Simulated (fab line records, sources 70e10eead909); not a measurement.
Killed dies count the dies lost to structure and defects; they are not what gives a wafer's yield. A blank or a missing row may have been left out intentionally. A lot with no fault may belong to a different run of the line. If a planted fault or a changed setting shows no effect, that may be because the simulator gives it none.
Chamber matching    flow nand-harc    pecvd-04 running NHARC_A_SLIT_DEP_23: 3 sister chambers
The step deposits SiON, target thk 100 nm. 6 wafers are shown with their chamber, then 8 later ones without.

== WAFERS, EACH WITH ITS CHAMBER ==
wafer   chamber  showerhead-vpp-V (V)  heater-power-w (W)
L081.1  1        1012                  872
L084.2  0        1193                  804
L086.1  1        1007                  849
L086.4  2        1234                  638
L086.6  0        1180                  739
L090.1  2        1222                  775

== WAFERS WITHOUT THEIR CHAMBER ==
wafer   showerhead-vpp-V (V)  heater-power-w (W)
L090.3  1160                  780
L090.6  1182                  778
L092.1  1168                  814
L092.2  1004                  767
L092.5  1161                  810
L097.1  1173                  703
L097.4  1168                  710
L097.5  1225                  782

== WHICH CHAMBER EACH WENT THROUGH ==
wafer   from the rows above  in truth
L090.3  0                    0
L090.6  0                    0
L092.1  0                    0
L092.2  1                    1
L092.5  0                    0
L097.1  0                    0
L097.4  0                    0
L097.5  2                    2
Correct placement for 8 of the 8. Number that these rows cannot place: 0. 0 placed wrongly.
How it was worked out, from the rows above alone: a wafer's distance from a chamber is the root of the sum, over the readings, of the square of ((its reading less the chamber's mean) divided by the reading's scatter). The wafer belongs to the nearest chamber; if the next one is less than 2 further off, it can't be placed. Each chamber's mean is taken over the wafers shown for it. The scatter is the square root of a quotient: the sum, over the shown wafers, of each reading's squared deviation from its chamber's mean, divided by wafers minus chambers.
